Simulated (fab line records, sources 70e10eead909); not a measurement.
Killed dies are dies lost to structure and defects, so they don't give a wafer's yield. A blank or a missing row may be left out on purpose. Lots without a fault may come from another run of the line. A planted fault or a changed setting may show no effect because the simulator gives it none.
A struck lot beside a sound one | flow nand_harc | 14 steps out of a route of 1302
Sound: wafers L134.1, L134.4, L134.6. Struck: wafer L152.1. (L152.2, L152.6 of the same lot were not struck and are left out.) The cause comes at the end.
At each step with rows: each side's tool, then ch and its chambers, then its first start. Under that, the readings that differ: sound wafers | struck wafers | difference of the means | sigmas: that difference in standard deviations of wafers without a fault.
alike: readings whose means differ by less than 2 such deviations, and words and numbers that are the same on both sides. not compared: withheld readings, readings that some wafer has no value for, bounds like >300 that may hide the same value, and numbers for which the record gives no deviation and whose values overlap.
The two part at a step that has a row with sigmas, a row that says differs or no value, or rows on one side only. Numbers that don't overlap but have no deviation are shown without sigmas and don't part them. A reading that every wafer of one side lacks parts them only if that side has two wafers or more.

NHARC_A_SOURCE_PLATE_THK_MEAS_09: measures by ellipsometry.
  sound on film_metro-01, day 7 05:48; struck on film_metro-02, day 14 17:21
  alike: thk_nm
then, 3 steps without rows for these wafers: NHARC_A_SOURCE_PLATE_PVD_04 (deposits WSi2, target thk 50 nm); NHARC_A_SOURCE_PLATE_CVD_03 (deposits poly-Si, target thk 200 nm, time 4000 s); NHARC_A_SOURCE_PLATE_ANNEAL_05 (time 1800 s).
NHARC_A_SOURCE_PLATE_THK_MEAS_06: measures by ellipsometry.
  sound on film_metro-02, day 7 20:43; struck on film_metro-02, day 15 06:13
  alike: thk_nm
NHARC_A_SOURCE_PLATE_INSPECT_08:
  sound on defect_inspect-02, day 7 20:49; struck on defect_inspect-02, day 15 06:17
  alike: raw_defect_count
then, 1 step without rows for these wafers: NHARC_A_ONON_D1_DEP_00 (target thk 1000 nm).
NHARC_A_ONON_D1_THK_MEAS_02: measures by ellipsometry.
  sound on film_metro-02, day 7 21:23; struck on film_metro-02, day 15 06:52
  alike: thk_nm
then, 1 step without rows for these wafers: NHARC_A_ONON_D1_DEP_03 (target thk 1000 nm).
NHARC_A_ONON_D1_THK_MEAS_05: measures by ellipsometry.
  sound on film_metro-01, day 7 21:58; struck on film_metro-02, day 15 07:26
  alike: thk_nm
NHARC_A_ONON_D1_DEP_06: target thk 1000 nm.
  sound on pecvd_onon-04 ch 0, day 7 22:01; struck on pecvd_onon-04 ch 0, day 15 07:31
NHARC_A_ONON_D1_THK_MEAS_08: measures by ellipsometry.
  sound on film_metro-01, day 7 22:32; struck on film_metro-02, day 15 08:01
  reading     | sound         | struck | difference | sigmas
  thk_nm (nm) | 1001 999 1001 | 1163   | +163       | +16
then, 1 step without rows for these wafers: NHARC_A_ONON_D1_DEP_09 (target thk 1000 nm).
-- the record jumps here: 16 days lie between the struck wafers' starts before and after (it left off in module A_ONON_D1 and takes up again in module END, whose first step shown is number 1302 of the route) --
NHARC_END_SORT_01:
  the record has rows for the struck wafers here (prober-01 ch 0, day 31 17:55) and none for the sound ones

WHERE THEY PART
First at NHARC_A_ONON_D1_THK_MEAS_08; last, within this record, at NHARC_END_SORT_01.

WHY: what the simulator had put in
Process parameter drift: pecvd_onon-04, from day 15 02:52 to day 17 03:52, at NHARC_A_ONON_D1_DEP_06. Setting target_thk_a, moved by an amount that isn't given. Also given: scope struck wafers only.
